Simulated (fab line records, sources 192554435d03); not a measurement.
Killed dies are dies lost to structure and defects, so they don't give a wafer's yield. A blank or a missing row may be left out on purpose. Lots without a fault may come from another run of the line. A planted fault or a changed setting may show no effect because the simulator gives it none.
A struck lot beside a sound one | flow n5_finfet | 14 steps out of a route of 1938
Sound: wafers L393.2, L393.4, L393.5. Struck: wafer L408.6. (L408.5 of the same lot was not struck and is left out.) The cause comes at the end.
At each step with rows: each side's tool, then ch and its chambers, then its first start. Under that, the readings that differ: sound wafers | struck wafers | difference of the means | sigmas: that difference in standard deviations of wafers without a fault.
alike: readings whose means differ by less than 2 such deviations, and words and numbers that are the same on both sides. not compared: withheld readings, readings that some wafer has no value for, bounds like >300 that may hide the same value, and numbers for which the record gives no deviation and whose values overlap.
The two part at a step that has a row with sigmas, a row that says differs or no value, or rows on one side only. Numbers that don't overlap but have no deviation are shown without sigmas and don't part them. A reading that every wafer of one side lacks parts them only if that side has two wafers or more.

first, 7 steps without rows for these wafers: N5_BEOL_M11_COAT_64 (time 60 s, resist thk 30 nm); N5_BEOL_M11_COAT_22 (resist thk 90 nm); N5_BEOL_M11_EBR_24; N5_BEOL_M11_SOFTBAKE_23 (time 60 s); N5_BEOL_M11_EXPOSE_25 (exposes mask V10); N5_BEOL_M11_PEB_26 (peb time 60 s); N5_BEOL_M11_DEVELOP_27 (develop time 30 s).
N5_BEOL_M11_CD_MEAS_28: target cd 70 nm.
  sound on cd_sem-03 ch 0, day 12 16:20; struck on cd_sem-01 ch 0, day 16 22:26
  alike: cd_nm
N5_BEOL_M11_OVL_MEAS_29:
  sound on overlay-02 ch 0, day 12 16:22; struck on overlay-01 ch 0, day 16 22:28
  alike: V10_OVL
N5_BEOL_M11_INSPECT_30: inspects for defects (brightfield).
  sound on defect_inspect-02, day 12 16:24; struck on defect_inspect-01, day 16 22:29
  alike: raw_defect_count
N5_BEOL_M11_DESCUM_33: chemistry O2, time 7.9 s.
  sound on rie_diel-06 ch 0,2,3, day 12 16:26; struck on rie_diel-02 ch 3, day 16 22:49
  alike: bias_power_w, drypump_motor_current_A, oes_product_au, rf_fwd_power_W, rf_vpp_V, showerhead_plenum_p_Torr, throttle_valve_pct
  not compared: rf_hours_counter_h
N5_BEOL_M11_ETCH_65: etches SiARC in CF4, target depth 39 nm, time 65 s.
  sound on rie_diel-06 ch 0,2,3, day 12 16:28; struck on rie_diel-02 ch 3, day 16 22:52
  alike: drypump_motor_current_A, etch_rf_on_time_s, oes_product_au, rf_fwd_power_W, rf_vpp_V, showerhead_plenum_p_Torr, throttle_valve_pct
  not compared: rf_hours_counter_h
N5_BEOL_M11_ETCH_66: etches SOC in N2/H2, target depth 120 nm, overetch 24 nm, time 180 s.
  sound on rie_diel-06 ch 0,2,3, day 12 16:31; struck on rie_diel-02 ch 3, day 16 22:56
  reading                                     | sound          | struck | difference | sigmas
  model.SiARC_of_BEOL_M11_COAT_64.thk_nm (nm) | 23.4 22.8 22.6 | 25.2   | +2.3       |
  alike: drypump_motor_current_A, oes_product_au, rf_fwd_power_W, rf_vpp_V, showerhead_plenum_p_Torr, throttle_valve_pct
  not compared: rf_hours_counter_h
then, 1 step without rows for these wafers: N5_BEOL_M11_STRIP_69 (strips in N2/H2).

WHERE THEY PART
Nowhere in this record.

WHY: what the simulator had put in
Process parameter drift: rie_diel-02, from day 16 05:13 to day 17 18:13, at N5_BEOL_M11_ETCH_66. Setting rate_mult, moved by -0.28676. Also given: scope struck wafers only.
